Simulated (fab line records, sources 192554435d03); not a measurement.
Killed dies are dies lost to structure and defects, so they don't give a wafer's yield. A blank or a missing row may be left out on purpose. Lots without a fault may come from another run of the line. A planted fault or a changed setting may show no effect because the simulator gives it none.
One fault seen from 2 desks | flow n5_finfet | each desk has only its own numbers; what lay behind them comes last

THE TOOL OWNER'S DESK: pecvd-01
The tool's own readings at N5_BEOL_M14_ILD_DEP_00 (deposits SiO2 from TEOS/O2, target thk 1119.3 nm, time 237.4 s): means of the sampled wafers that have a number, for each lot that ran on this tool. A lot is out of limits, marked OUT, if its mean lies more than 4 standard deviations from the usual mean; the brackets give that distance.
Columns: A = heater_power_w at N5_BEOL_M14_ILD_DEP_00, usual 525 W; B = showerhead_plenum_p_Torr at N5_BEOL_M14_ILD_DEP_00, usual 8.34 Torr; C = susceptor_temp_C at N5_BEOL_M14_ILD_DEP_00, usual 399.99 C; D = throttle_valve_pct at N5_BEOL_M14_ILD_DEP_00, usual 18.3 %
lot  | first seen here | A   | B    | C                | D
L391 | day 13 03:29    | 525 | 8.35 | 400.01           | 17.2
L394 | day 13 07:35    | 473 | 8.37 | 399.93           | 17.8
L400 | day 15 01:49    | 522 | 8.35 | 400.22           | 17.5
L409 | day 17 11:29    | 521 | 8.38 | 399.86           | 17.9
L410 | day 18 01:16    | 472 | 8.36 | 396.55 (-16) OUT | 18.1
L414 | day 18 12:59    | 476 | 8.35 | 396.62 (-16) OUT | 17.9
This desk's finding: out of limits on L410, L414; first on L410, day 18 01:16 (susceptor_temp_C at N5_BEOL_M14_ILD_DEP_00). In limits: L391, L394, L400, L409.

THE METROLOGY DESK
What the gauges read, lot by lot, whatever tool the lot ran on: means of the sampled wafers that have a number. A lot is out of limits, marked OUT, if its mean lies more than 4 standard deviations from the usual mean; the brackets give that distance.
Columns: A = trench_depth_nm at N5_BEOL_M13_OCD_MEAS_35, usual 411 nm; B = M14_ILD_THK at N5_BEOL_M14_THK_MEAS_01, usual 1120 nm
lot  | first seen here | A   | B
L392 | day 12 22:56    | 415 | 1107
L391 | day 13 00:20    | 405 | 1134
L394 | day 13 03:32    | 411 | 1124
L395 | day 13 11:29    | 419 | 1126
L399 | day 14 17:17    | 415 | 1111
L400 | day 14 22:01    | 408 | 1116
L409 | day 17 08:31    | 413 | 1112
L411 | day 17 15:40    | 413 | 1129
L410 | day 17 17:14    | 401 | 1131
L414 | day 18 09:58    | 403 | 1125
This desk's finding: nothing out of limits on any of the 10 lots.

PUT TOGETHER
The tool owner's desk could have raised an alarm at day 18 01:16, on L410, L414.
The metrology desk saw nothing out of limits.
The metrology desk has L410, L414 on record, within its limits.
Of the lots named, all ran N5_BEOL_M14_ILD_DEP_00 on pecvd-01.

WHAT THE SIMULATOR HAD PUT IN
Process parameter drift: pecvd-01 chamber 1, from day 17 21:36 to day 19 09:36, at N5_BEOL_M14_ILD_DEP_00. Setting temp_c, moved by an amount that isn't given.
Lots struck among those shown: L410, L414.
Hours from the fault's start to each desk's first reading out of limits: the tool owner's desk, 4.
